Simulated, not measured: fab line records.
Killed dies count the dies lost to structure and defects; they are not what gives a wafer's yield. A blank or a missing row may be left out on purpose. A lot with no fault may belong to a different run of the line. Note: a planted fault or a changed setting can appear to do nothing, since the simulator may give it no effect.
fab line records	flow n5-finfet
[record] lots = 10	wafers = 30	last-day = 20
route steps=1938 shown BEOL_M10@1522 BEOL_M11@1536 PASSIVATION@1936
lots that met no fault: from a run of the same line without faults
start-h: start of the lot's first displayed wafer, in hours after the record's first day	wait-h: hours from the lot's prior step to this one	" as in the row above	L1.1+2: one row covering several wafers at once	- no value, or no start given	* or withheld: withheld	< > ~ a bound
route shown NAME@n: names a module that has steps shown in the file, with the first one's number in the route	usual: mean/standard deviation of fault-free wafers	same: alike in all rows	chamber/n: place in a boat	sites: each site's reading	_std_site: standard deviation across them	_edge_site: mean of outer sites minus mean of inner sites	radius-mm: for every site, how far away it sits from the centre of the wafer	mask NAME#n: copy n	behind: tool/chamber where the wafer was last shaped	hold: why the lot was held/for how many hours/how that ended	device: transistor that didn't switch, given as n, p or np	end of line: the route-end tests of the same wafers	a step given without rows: its recipe and nothing more	killed: count of dies lost to structure and defects at first sort (not the wafer's yield)	map: the dies of a wafer, with x for killed, . for not killed, _ for no die there
set.NAME: setting as actually run; set.NAME@STEP: the setting as run at that earlier step	model.NAME: the simulator's own value behind a step, which no gauge read
one table for each step of the route and one row for each wafer, over a sample of lots
services: a tool's chamber out of use, with start hour (start-h, from the record's first day; less than 0 if before it), hours out, and reason
[[steps]]
[step N5_BEOL_M10_DEGAS_44]
[recipe] ambient = vacuum	temp-c = 250	time-s = 60
[usual] heater-power-w = 313/31	susceptor-temp-C = 249.97/0.18
lot.wafer	tool	chamber	start-h	wait-h	heater-power-w	susceptor-temp-C
L140.2	pvd-sputter-01	-	259.23	0.2	355	250.39
L140.3	"	-	"	"	303	249.99
L140.5	"	-	"	"	289	250.20
L143.4	pvd-sputter-01	-	277.71	1.8	286	249.48
L143.5	"	-	"	"	309	249.99
L143.6	"	-	"	"	299	250.41
L142.2	pvd-sputter-01	-	278.43	0.3	319	249.72
L142.3	"	-	"	"	289	249.76
L142.5	"	-	"	"	348	250.05
L146.3	pvd-sputter-02	-	296.93	0.4	307	249.90
L146.4	"	-	"	"	318	249.95
L146.6	"	-	"	"	284	249.89
L150.1	pvd-sputter-03	-	319.18	0.9	245	249.96
L150.3	"	-	"	"	309	249.86
L150.4	"	-	"	"	411	250.04
L160.2	pvd-sputter-02	-	391.85	0.2	349	250.01
L160.3	"	-	"	"	320	249.63
L160.5	"	-	"	"	358	250.20
L157.2	pvd-sputter-01	-	403.00	0.8	354	249.92
L157.4	"	-	"	"	304	249.64
L157.6	"	-	"	"	358	250.12
L161.1	pvd-sputter-02	-	405.44	1.0	349	249.88
L161.4	"	-	"	"	300	250.09
L161.5	"	-	"	"	353	249.89
L163.1	pvd-sputter-01	-	410.79	0.4	287	250.14
L163.4	"	-	"	"	305	249.88
L163.6	"	-	"	"	295	250.13
L162.1	pvd-sputter-02	-	422.63	1.9	340	249.72
L162.4	"	-	"	"	317	249.94
L162.6	"	-	"	"	307	249.97
[step N5_BEOL_M10_PRE_CLEAN_55]
[recipe] gas = NH3	time-s = 15	temp-c = withheld	rf-power-w = 300
lot.wafer	tool	chamber	start-h	wait-h
L140.2+3+5	pecvd-03	1,0,0	260.87	0.0
L143.4+5+6	pecvd-04	0,1,2	279.30	0.0
L142.2+3+5	pecvd-03	1,1,2	280.41	0.0
L146.3+4+6	pecvd-03	0,1,2	299.04	0.0
L150.1+3+4	pecvd-03	2,1,0	321.64	0.0
L160.2+3+5	pecvd-03	2,0,1	394.80	0.0
L157.2+4+6	pecvd-01	1,0,2	404.74	0.0
L161.1+4+5	pecvd-03	2,0,1	406.87	0.0
L163.1+4+6	pecvd-03	0,0,2	413.55	0.0
L162.1+4+6	pecvd-04	1,1,0	424.76	0.0
[step N5_BEOL_M10_INSPECT_58]
[recipe] inspect-instrument = darkfield	mode = post-dep
[usual] raw-defect-count = 72/23
lot.wafer	tool	chamber	start-h	wait-h	raw-defect-count
L140.2	defect-inspect-02	-	261.00	0.0	67
L140.3	"	-	"	"	51
L140.5	"	-	"	"	103
L143.4	defect-inspect-01	-	279.41	0.0	60
L143.5	"	-	"	"	34
L143.6	"	-	"	"	46
L142.2	defect-inspect-01	-	280.57	0.0	79
L142.3	"	-	"	"	66
L142.5	"	-	"	"	67
L146.3	defect-inspect-01	-	299.17	0.0	51
L146.4	"	-	"	"	49
L146.6	"	-	"	"	808
L150.1	defect-inspect-02	-	321.77	0.0	822
L150.3	"	-	"	"	56
L150.4	"	-	"	"	77
L160.2	defect-inspect-02	-	394.93	0.0	45
L160.3	"	-	"	"	60
L160.5	"	-	"	"	37
L157.2	defect-inspect-02	-	404.87	0.0	81
L157.4	"	-	"	"	112
L157.6	"	-	"	"	93
L161.1	defect-inspect-01	-	406.99	0.0	53
L161.4	"	-	"	"	56
L161.5	"	-	"	"	63
L163.1	defect-inspect-02	-	413.67	0.0	55
L163.4	"	-	"	"	56
L163.6	"	-	"	"	80
L162.1	defect-inspect-01	-	424.88	0.0	85
L162.4	"	-	"	"	44
L162.6	"	-	"	"	50
[step N5_BEOL_M11_ILD_DEP_00]
[recipe] material = SiCOH_lowk	target-thk-a = 3085.1	temp-c = 300	precursor = DEMS/porogen	pressure-torr = 5	rf-w = 500	time-s = 58
[usual] heater-power-w = 307/58	showerhead-plenum-p-Torr = 5.742/0.013	showerhead-vpp-V = 1373/76	susceptor-temp-C = 300.01/0.2	throttle-valve-pct = 13.8/0.95
lot.wafer	tool	chamber	start-h	wait-h	heater-power-w	showerhead-plenum-p-Torr	showerhead-vpp-V	susceptor-temp-C	throttle-valve-pct
L140.2	pecvd-03	0	261.03	0.0	358	5.736	1419	300.18	15.4
L140.3	"	2	"	"	274	5.737	1422	299.92	12.6
L140.5	"	2	"	"	294	5.731	1428	300.12	13.1
L143.4	pecvd-01	2	279.48	0.1	301	5.735	1283	300.35	12.7
L143.5	"	2	"	"	311	5.744	1326	299.66	12.6
L143.6	"	0	"	"	259	5.723	1480	299.96	13.0
L142.2	pecvd-01	0	280.61	0.0	212	5.705	1456	300.12	13.8
L142.3	"	0	"	"	219	5.721	1504	300.20	13.4
L142.5	"	0	"	"	227	5.724	1492	299.85	13.4
L146.3	pecvd-01	1	299.20	0.0	315	5.743	1336	299.78	14.0
L146.4	"	0	"	"	228	5.722	1492	300.44	13.1
L146.6	"	1	"	"	331	5.746	1340	299.93	14.1
L150.1	pecvd-02	2	321.81	0.0	298	5.748	1370	299.68	12.9
L150.3	"	0	"	"	212	5.743	1249	299.96	15.1
L150.4	"	1	"	"	298	5.756	1470	299.90	14.8
L160.2	pecvd-02	0	394.96	0.0	244	5.753	1248	299.75	15.2
L160.3	"	2	"	"	349	5.757	1374	300.37	12.9
L160.5	"	2	"	"	361	5.741	1357	300.04	13.1
L157.2	pecvd-03	1	404.90	0.0	410	5.741	1379	300.16	13.8
L157.4	"	2	"	"	326	5.760	1435	300.09	12.8
L157.6	"	1	"	"	420	5.745	1374	300.16	13.6
L161.1	pecvd-01	0	407.03	0.0	242	5.709	1496	300.11	13.6
L161.4	"	2	"	"	307	5.753	1309	299.91	12.7
L161.5	"	1	"	"	315	5.728	1342	300.05	14.0
L163.1	pecvd-02	0	413.71	0.0	266	5.759	1276	300.08	15.0
L163.4	"	2	"	"	326	5.756	1367	300.02	13.2
L163.6	"	0	"	"	198	5.754	1260	299.96	15.0
L162.1	pecvd-03	2	424.92	0.0	319	5.740	1414	300.04	13.0
L162.4	"	2	"	"	323	5.753	1442	299.89	13.0
L162.6	"	1	"	"	401	5.734	1389	299.90	13.8
[step N5_BEOL_M11_CURE_71]
[recipe] temp-c = 385	time-s = 240	ambient = He/Ar	material = SiCOH_lowk
[usual] lamp-power-pct = 52.31/0.045	wafer_temp_C_max = 387.3/0.8
lot.wafer	tool	chamber	start-h	wait-h	lamp-power-pct	wafer_temp_C_max
L140.2	uv-cure-02	1	261.19	0.1	52.38	388.2
L140.3	"	1	"	"	52.29	387.0
L140.5	"	1	"	"	52.31	388.2
L143.4	uv-cure-01	2	279.80	0.3	52.26	387.3
L143.5	"	2	"	"	52.31	386.7
L143.6	"	2	"	"	52.31	387.0
L142.2	uv-cure-03	1	280.99	0.4	52.34	385.9
L142.3	"	1	"	"	52.26	386.3
L142.5	"	1	"	"	52.31	386.4
L146.3	uv-cure-01	2	299.44	0.2	52.30	386.0
L146.4	"	2	"	"	52.31	386.6
L146.6	"	2	"	"	52.33	386.8
L150.1	uv-cure-01	2	321.88	0.0	52.31	386.5
L150.3	"	2	"	"	52.43	387.0
L150.4	"	2	"	"	52.40	386.2
L160.2	uv-cure-03	0	395.45	0.5	52.26	389.0
L160.3	"	0	"	"	52.19	388.2
L160.5	"	0	"	"	52.26	388.1
L157.2	uv-cure-01	2	405.06	0.1	52.31	386.6
L157.4	"	2	"	"	52.35	386.7
L157.6	"	2	"	"	52.26	386.3
L161.1	uv-cure-02	1	407.11	0.0	52.29	387.2
L161.4	"	1	"	"	52.32	387.6
L161.5	"	1	"	"	52.36	387.9
L163.1	uv-cure-03	0	413.79	0.0	52.23	387.7
L163.4	"	0	"	"	52.38	388.4
L163.6	"	0	"	"	52.28	388.1
L162.1	uv-cure-03	1	425.00	0.0	52.29	386.1
L162.4	"	1	"	"	52.34	385.9
L162.6	"	1	"	"	52.31	386.4
[step N5_BEOL_M11_INSPECT_13]
[recipe] mode = adi	inspect-instrument = brightfield
[usual] raw-defect-count = 415/98
lot.wafer	tool	chamber	start-h	wait-h	raw-defect-count
L140.2	defect-inspect-01	-	262.34	0.0	479
L140.3	"	-	"	"	326
L140.5	"	-	"	"	358
L143.4	defect-inspect-01	-	282.94	0.0	356
L143.5	"	-	"	"	429
L143.6	"	-	"	"	377
L142.2	defect-inspect-02	-	283.76	0.0	412
L142.3	"	-	"	"	298
L142.5	"	-	"	"	286
L146.3	defect-inspect-01	-	301.63	0.0	329
L146.4	"	-	"	"	321
L146.6	"	-	"	"	1206
L150.1	defect-inspect-02	-	323.65	0.0	1173
L150.3	"	-	"	"	481
L150.4	"	-	"	"	446
L160.2	defect-inspect-01	-	396.42	0.0	289
L160.3	"	-	"	"	282
L160.5	"	-	"	"	361
L157.2	defect-inspect-02	-	406.29	0.0	411
L157.4	"	-	"	"	640
L157.6	"	-	"	"	487
L161.1	defect-inspect-02	-	411.07	0.0	266
L161.4	"	-	"	"	280
L161.5	"	-	"	"	341
L163.1	defect-inspect-01	-	414.85	0.0	254
L163.4	"	-	"	"	398
L163.6	"	-	"	"	303
L162.1	defect-inspect-01	-	426.67	0.0	476
L162.4	"	-	"	"	270
L162.6	"	-	"	"	312
[step N5_PASSIVATION_PROBE_49]
[usual] defect-limited-yield = 90.9/1.3	killed_at_M0_to_M3 = 36/11	killed_at_M4_up = 13/5.1	killed-at-contacts = 14/4.9	killed-at-front-end = 41/10	killed-at-other = 3.4/2.6	killed-dies = 107/16	killed-on-rim = 14/4	killed-open = 70/11	killed-short = 36/7.8	sort_bin_5_function = 5.4/0.84	sort_bin_6_memory = 3.4/0.67	sort_bin_8_speed = 0.00/0.0099	sort-n-pass = 1073/16	sort-yield-pct = 90.9/1.3
[same] gross-dies = 1180	killed-at-back-side = 0	sort_bin_4_leakage[%] = 0
lot.wafer	tool	chamber	start-h	wait-h	defect-limited-yield[%]	killed_at_M0_to_M3	killed_at_M4_up	killed-at-contacts	killed-at-front-end	killed-at-other	killed-dies	killed-on-rim	killed-open	killed-short	sort_bin_5_function[%]	sort_bin_6_memory[%]	sort_bin_8_speed[%]	sort-n-pass	sort-yield-pct[%]
L140.2	prober-01	-	315.37	0.1	91.3	29	15	20	39	0	103	12	48	54	5.2	3.0	0	1077	91.3
L140.3	prober-01	-	315.42	0.1	91.7	33	15	14	35	1	98	20	63	35	5.1	2.9	0	1082	91.7
L140.5	prober-01	-	315.52	0.2	91.8	36	14	16	30	1	97	8	64	27	4.2	3.2	0	1083	91.8
L143.4	prober-02	-	331.51	0.2	92.5	22	6	6	50	5	89	8	60	28	4.3	3.1	0	1091	92.5
L143.5	prober-02	-	331.56	0.2	90.3	34	12	15	52	2	115	15	77	36	5.4	3.9	0	1065	90.3
L143.6	prober-02	-	331.61	0.3	93.5	20	9	7	39	2	77	7	50	25	4.6	1.7	0	1103	93.5
L142.2	prober-02	-	340.09	0.1	93.1	17	19	9	31	6	82	9	58	24	4.4	2.2	0	1098	93.1
L142.3	prober-02	-	340.14	0.1	92.9	23	17	13	26	5	84	12	54	29	5.1	1.9	0	1096	92.9
L142.5	prober-02	-	340.24	0.2	90.3	46	11	13	37	8	115	13	82	33	6.1	3.5	0	1065	90.3
L146.3	prober-02	-	347.58	0.1	89.7	39	7	11	62	2	121	19	78	41	5.8	3.7	0	1059	89.7
L146.4	prober-02	-	347.63	0.2	90.4	40	7	11	53	2	113	11	63	49	5.9	3.1	0	1067	90.4
L146.6	prober-02	-	347.73	0.3	84.9	38	92	14	34	0	178	24	58	35	8.7	3.4	0	1002	84.9
L150.1	prober-02	-	369.12	0.0	84.9	25	93	25	34	1	178	27	58	29	8.1	4.2	0	1002	84.9
L150.3	prober-02	-	369.22	0.1	91.4	27	10	18	40	6	101	15	69	27	5.3	2.6	0	1079	91.4
L150.4	prober-02	-	369.27	0.2	91.1	37	11	9	48	0	105	15	68	36	5.3	2.8	0	1075	91.1
L160.2	prober-01	-	438.66	0.1	89.3	35	25	14	46	6	126	21	75	47	5.8	4.5	0	1054	89.3
L160.3	prober-01	-	438.71	0.1	88.6	49	27	20	34	5	135	16	83	50	6.6	4.4	0	1045	88.6
L160.5	prober-01	-	438.81	0.2	91.4	17	17	14	49	4	101	12	69	31	4.7	3.5	0	1079	91.4
L157.2	prober-02	-	460.43	0.1	90.1	48	11	11	42	5	117	8	80	34	5.8	3.6	0.08	1063	90.1
L157.4	prober-02	-	460.53	0.2	93.2	25	5	9	40	1	80	9	51	27	4.2	2.5	0	1100	93.2
L157.6	prober-02	-	460.63	0.3	89.9	44	14	18	43	0	119	17	72	42	5.9	3.3	0	1061	89.9
L161.1	prober-02	-	465.10	0.2	91.6	45	10	8	35	1	99	11	63	34	4.9	3.4	0	1081	91.6
L161.4	prober-02	-	465.25	0.3	91.9	41	5	9	37	3	95	8	57	38	4.9	2.9	0	1085	91.9
L161.5	prober-02	-	465.30	0.4	90.1	60	7	21	29	0	117	17	86	31	6.7	2.8	0	1063	90.1
L163.1	prober-01	-	465.15	0.1	90.1	53	18	8	38	0	117	18	67	45	6.2	3.3	0	1063	90.1
L163.4	prober-01	-	465.30	0.2	92.1	35	17	13	28	0	93	10	65	26	4.1	3.7	0	1087	92.1
L163.6	prober-01	-	465.40	0.3	90.8	30	13	11	51	3	108	17	63	36	5.2	3.0	0	1072	90.8
L162.1	prober-01	-	479.05	0.0	89.4	50	18	6	51	0	125	18	96	28	6.5	4.1	0	1055	89.4
L162.4	prober-01	-	479.20	0.2	89.5	52	18	9	41	4	124	19	70	50	5.6	4.4	0	1056	89.5
L162.6	prober-01	-	479.30	0.3	89.8	54	16	8	41	1	120	17	69	48	5.8	4.3	0	1060	89.8
// killed by level:class
L140.2 MOL_CONTACT_COAG:geometric-particle:open=11 GATE_CUT:geometric-particle:short=10 MOL_CONTACT_COAG:geometric-particle:short=9 FIN_SAQP:geometric-particle:short=7 BEOL_M0_SAQP:geometric-particle:short=6 BEOL_M3:geometric-particle:open=6 BEOL_M5:geometric-particle:short=5 BEOL_M0_SAQP:geometric-particle:open=4
L140.3 MOL_CONTACT_COAG:geometric-particle:open=11 BEOL_M0_SAQP:geometric-particle:short=7 STARTING-WAFER:geometric-particle:open=7 STI_FIN_REVEAL:geometric-particle:open=6 BEOL_M2:geometric-particle:short=6 FIN_SAQP:geometric-particle:short=5 BEOL_M4:geometric-particle:open=5 BEOL_M0_SAQP:geometric-particle:open=5
L140.5 MOL_CONTACT_COAG:geometric-particle:open=13 BEOL_M3:geometric-particle:open=8 BEOL_M2:geometric-particle:open=8 BEOL_M4:geometric-particle:open=7 BEOL_M0_SAQP:geometric-particle:short=7 BEOL_M0_SAQP:geometric-particle:open=5 HKMG_FIN:area-etch=5 FIN_SAQP:geometric-particle:short=4
L143.4 STI_FIN_REVEAL:geometric-particle:open=10 DUMMY_GATE:geometric-particle:open=9 GATE_CUT:geometric-particle:short=7 GATE_CUT:geometric-particle:open=7 BEOL_M2:geometric-particle:open=7 MOL_CONTACT_COAG:geometric-particle:open=6 BEOL_M0_SAQP:geometric-particle:short=5 STARTING-WAFER:geometric-particle:open=5
L143.5 MOL_CONTACT_COAG:geometric-particle:open=12 GATE_CUT:geometric-particle:open=11 BEOL_M3:geometric-particle:open=9 BEOL_M0_SAQP:geometric-particle:short=8 BEOL_M0_SAQP:geometric-particle:open=8 FIN_SAQP:geometric-particle:open=7 STI_FIN_REVEAL:geometric-particle:open=7 FIN_SAQP:geometric-particle:short=4
L143.6 FIN_SAQP:geometric-particle:open=8 DUMMY_GATE:geometric-particle:open=8 BEOL_M2:geometric-particle:open=8 BEOL_M3:geometric-particle:open=6 GATE_CUT:geometric-particle:short=5 MOL_CONTACT_COAG:geometric-particle:open=4 FIN_SAQP:geometric-particle:short=3 STI_FIN_REVEAL:geometric-particle:open=3
L142.2 STI_FIN_REVEAL:geometric-particle:open=8 BEOL_M4:geometric-particle:open=8 MOL_CONTACT_COAG:geometric-particle:open=7 BEOL_M0_SAQP:geometric-particle:short=6 DUMMY_GATE:geometric-particle:open=6 BEOL_M0_SAQP:geometric-particle:open=6 FIN_SAQP:geometric-particle:open=5 BEOL_M5:geometric-particle:open=4
L142.3 MOL_CONTACT_COAG:geometric-particle:open=9 BEOL_M6:geometric-particle:open=6 FIN_SAQP:geometric-particle:open=4 MOL_CONTACT_COAG:geometric-particle:short=4 BEOL_M0_SAQP:geometric-particle:short=4 BEOL_M0:geometric-particle:open=4 BEOL_M2:geometric-particle:open=4 BEOL_M4:geometric-particle:open=4
L142.5 BEOL_M0_SAQP:geometric-particle:open=17 BEOL_M0_SAQP:geometric-particle:short=15 MOL_CONTACT_COAG:geometric-particle:open=10 STI_FIN_REVEAL:geometric-particle:open=9 DUMMY_GATE:geometric-particle:open=8 GATE_CUT:geometric-particle:open=4 BEOL_M1:geometric-particle:open=4 BEOL_M3:geometric-particle:open=4
L146.3 STI_FIN_REVEAL:geometric-particle:open=22 FIN_SAQP:geometric-particle:short=12 BEOL_M0_SAQP:geometric-particle:short=12 BEOL_M0_SAQP:geometric-particle:open=12 MOL_CONTACT_COAG:geometric-particle:open=9 FIN_SAQP:geometric-particle:open=6 BEOL_M2:geometric-particle:open=6 GATE_CUT:geometric-particle:open=5
L146.4 STI_FIN_REVEAL:geometric-particle:open=14 FIN_SAQP:geometric-particle:short=12 BEOL_M0_SAQP:geometric-particle:short=9 MOL_CONTACT_COAG:geometric-particle:open=7 BEOL_M2:geometric-particle:open=7 GATE_CUT:geometric-particle:open=6 BEOL_M0_SAQP:geometric-particle:open=6 ILD0:geometric-particle:short=5
L146.6 BEOL_M10:unspecified=85 BEOL_M2:geometric-particle:open=15 STI_FIN_REVEAL:geometric-particle:open=12 MOL_CONTACT_COAG:geometric-particle:open=8 BEOL_M0_SAQP:geometric-particle:open=7 MOL_CONTACT_COAG:geometric-particle:short=6 BEOL_M0_SAQP:geometric-particle:short=6 FIN_SAQP:geometric-particle:short=4
L150.1 BEOL_M10:unspecified=90 MOL_CONTACT_COAG:geometric-particle:open=21 FIN_SAQP:geometric-particle:short=14 FIN_SAQP:geometric-particle:open=9 BEOL_M1:geometric-particle:open=9 BEOL_M0_SAQP:geometric-particle:open=5 MOL_CONTACT_COAG:geometric-particle:short=4 BEOL_M3:geometric-particle:open=4
L150.3 FIN_SAQP:geometric-particle:open=20 MOL_CONTACT_COAG:geometric-particle:open=15 FIN_SAQP:geometric-particle:short=6 BEOL_M2:geometric-particle:short=5 BEOL_M3:geometric-particle:open=4 BEOL_M0_SAQP:geometric-particle:short=4 BEOL_M0_SAQP:geometric-particle:open=4 PASS1_DEP:geometric-particle:open=4
L150.4 FIN_SAQP:geometric-particle:open=14 FIN_SAQP:geometric-particle:short=10 BEOL_M4:geometric-particle:open=8 BEOL_M0_SAQP:geometric-particle:open=8 MOL_CONTACT_COAG:geometric-particle:open=7 BEOL_M0_SAQP:geometric-particle:short=7 ILD0:geometric-particle:short=6 BEOL_M0:geometric-particle:open=6
L160.2 FIN_SAQP:geometric-particle:short=11 MOL_CONTACT_COAG:geometric-particle:open=11 BEOL_M0_SAQP:geometric-particle:open=8 STI_FIN_REVEAL:geometric-particle:open=7 BEOL_M3:geometric-particle:open=7 BEOL_M4:geometric-particle:open=7 DUMMY_GATE:geometric-particle:open=6 FIN_SAQP:geometric-particle:open=5
L160.3 MOL_CONTACT_COAG:geometric-particle:open=13 BEOL_M0_SAQP:geometric-particle:short=12 BEOL_M4:geometric-particle:open=11 BEOL_M1:geometric-particle:open=10 BEOL_M2:geometric-particle:open=8 MOL_CONTACT_COAG:geometric-particle:short=7 BEOL_M3:geometric-particle:open=7 FIN_SAQP:geometric-particle:short=6
L160.5 STI_FIN_REVEAL:geometric-particle:open=20 GATE_CUT:geometric-particle:short=11 MOL_CONTACT_COAG:geometric-particle:open=11 BEOL_M5:geometric-particle:open=6 BEOL_M0_SAQP:geometric-particle:short=5 BEOL_M4:geometric-particle:open=5 GATE_CUT:geometric-particle:open=4 BEOL_M0_SAQP:geometric-particle:open=4
L157.2 FIN_SAQP:geometric-particle:open=15 BEOL_M2:geometric-particle:open=12 FIN_SAQP:geometric-particle:short=10 MOL_CONTACT_COAG:geometric-particle:open=9 BEOL_M3:geometric-particle:open=9 BEOL_M0_SAQP:geometric-particle:open=7 GATE_CUT:geometric-particle:short=6 BEOL_M1:geometric-particle:open=6
L157.4 STI_FIN_REVEAL:geometric-particle:open=8 MOL_CONTACT_COAG:geometric-particle:open=8 FIN_SAQP:geometric-particle:short=7 BEOL_M2:geometric-particle:open=6 GATE_CUT:geometric-particle:short=6 BEOL_M3:geometric-particle:open=5 BEOL_M0_SAQP:geometric-particle:open=4 BEOL_M1:geometric-particle:open=4
L157.6 MOL_CONTACT_COAG:geometric-particle:open=14 FIN_SAQP:geometric-particle:open=12 BEOL_M0_SAQP:geometric-particle:open=9 BEOL_M3:geometric-particle:open=9 FIN_SAQP:geometric-particle:short=8 BEOL_M0_SAQP:geometric-particle:short=8 BEOL_M2:geometric-particle:open=6 GATE_CUT:geometric-particle:short=5
L161.1 BEOL_M0_SAQP:geometric-particle:open=11 GATE_CUT:geometric-particle:short=10 BEOL_M2:geometric-particle:open=9 BEOL_M3:geometric-particle:open=8 BEOL_M0_SAQP:geometric-particle:short=6 STI_FIN_REVEAL:geometric-particle:open=5 MOL_CONTACT_COAG:geometric-particle:open=5 BEOL_M1:geometric-particle:open=5
L163.1 BEOL_M0_SAQP:geometric-particle:short=19 BEOL_M0_SAQP:geometric-particle:open=14 BEOL_M2:geometric-particle:open=8 MOL_CONTACT_COAG:geometric-particle:open=6 STI_FIN_REVEAL:geometric-particle:open=5 DUMMY_GATE:geometric-particle:open=5 BEOL_M5:geometric-particle:short=5 BEOL_M4:geometric-particle:open=5
L161.4 BEOL_M3:geometric-particle:open=12 FIN_SAQP:geometric-particle:short=8 BEOL_M0_SAQP:geometric-particle:open=8 BEOL_M0_SAQP:geometric-particle:short=8 GATE_CUT:geometric-particle:short=7 MOL_CONTACT_COAG:geometric-particle:open=7 STI_FIN_REVEAL:geometric-particle:open=6 FIN_SAQP:geometric-particle:open=4
L161.5 BEOL_M1:geometric-particle:open=17 MOL_CONTACT_COAG:geometric-particle:open=15 BEOL_M3:geometric-particle:open=15 BEOL_M0_SAQP:geometric-particle:open=10 GATE_CUT:geometric-particle:short=9 BEOL_M2:geometric-particle:open=8 GATE_CUT:geometric-particle:open=6 MOL_CONTACT_COAG:geometric-particle:short=6
L163.4 BEOL_M1:geometric-particle:open=12 MOL_CONTACT_COAG:geometric-particle:open=10 BEOL_M4:geometric-particle:open=7 DUMMY_GATE:geometric-particle:open=6 BEOL_M0_SAQP:geometric-particle:open=6 BEOL_M3:geometric-particle:open=5 BEOL_M0_SAQP:geometric-particle:short=5 FIN_SAQP:geometric-particle:short=4
L163.6 DUMMY_GATE:geometric-particle:open=14 MOL_CONTACT_COAG:geometric-particle:open=9 BEOL_M0_SAQP:geometric-particle:open=9 BEOL_M1:geometric-particle:open=7 HKMG_FIN:area-etch=6 FIN_SAQP:geometric-particle:open=4 FIN_SAQP:geometric-particle:short=4 BEOL_M5:geometric-particle:short=4
L162.1 FIN_SAQP:geometric-particle:open=15 BEOL_M1:geometric-particle:open=11 BEOL_M3:geometric-particle:open=10 BEOL_M0_SAQP:geometric-particle:open=10 BEOL_M4:geometric-particle:open=8 FIN_SAQP:geometric-particle:short=7 STI_FIN_REVEAL:geometric-particle:open=6 BEOL_M2:geometric-particle:open=6
L162.4 STI_FIN_REVEAL:geometric-particle:open=14 BEOL_M0_SAQP:geometric-particle:short=14 BEOL_M2:geometric-particle:open=11 BEOL_M0_SAQP:geometric-particle:open=7 FIN_SAQP:geometric-particle:short=6 MOL_CONTACT_COAG:geometric-particle:open=5 BEOL_M4:geometric-particle:open=5 STI_FIN_REVEAL:geometric-particle:short=4
L162.6 FIN_SAQP:geometric-particle:short=15 BEOL_M0_SAQP:geometric-particle:short=14 BEOL_M2:geometric-particle:open=12 BEOL_M0_SAQP:geometric-particle:open=10 BEOL_M4:geometric-particle:open=10 BEOL_M1:geometric-particle:open=9 FIN_SAQP:geometric-particle:open=5 DUMMY_GATE:geometric-particle:open=5
[[services]]
tool	chamber	start-h	hours	kind
uv-cure-02	-	238.48	7.5	pm
uv-cure-02	-	246.03	3.4	pm
pecvd-01	2	250.90	5.5	scheduled-down
pecvd-02	2	255.76	6.7	repair
pecvd-03	1	271.19	2.1	repair
pecvd-01	1	276.93	5.8	repair
pecvd-03	0	276.97	8.1	repair
pecvd-04	-	289.99	14.6	pm
pecvd-04	-	309.82	0.5	repair
uv-cure-03	-	334.74	4.5	pm
pecvd-01	1	338.02	2.1	scheduled-down
pecvd-03	2	339.65	5.5	scheduled-down
pecvd-02	2	347.40	5.5	scheduled-down
pecvd-03	1	356.28	16.5	scheduled-down
pecvd-04	2	358.74	6.5	repair
pecvd-02	1	364.95	2.1	scheduled-down
uv-cure-01	-	368.52	7.5	pm
uv-cure-02	-	371.31	28.1	pm
pecvd-01	2	373.13	10.6	repair
pecvd-02	0	381.77	2.6	repair
pecvd-02	1	384.35	-	clean
pecvd-02	1	384.35	-	consumable-replace:showerhead
uv-cure-03	-	393.46	1.0	pm
uv-cure-02	-	417.76	1.0	pm
[[key]]
[first-sign] step = N5_BEOL_M10_INSPECT_58	reading = raw-defect-count	direction = up	sigmas = 32	usual = 72	struck = 815
[effect] step = N5_BEOL_M11_INSPECT_13	reading = raw-defect-count	direction = up	sigmas = 7.9	usual = 415	struck = 1190
[effect] step = N5_PASSIVATION_PROBE_49	reading = killed_at_M4_up	direction = up	sigmas = 16	usual = 13	struck = 92
[more-kills-born-at] N5_BEOL_M10_PRE_CLEAN_55@pecvd-03 = 175
met-at N5_BEOL_M10_PRE_CLEAN_55
struck-lots L146,L150
struck-wafers L146.6,L150.1
not-acting-at N5_BEOL_M10_DEGAS_44,N5_BEOL_M11_ILD_DEP_00,N5_BEOL_M11_CURE_71
onset-between 280.41 299.04
[fault] kind = chamber-particle-source	tool = pecvd-03	chamber = 2	onset-h = 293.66	steps = N5_BEOL_M10_PRE_CLEAN_55	rate-per-visit-cm2 = 1.1342	end-h = 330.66
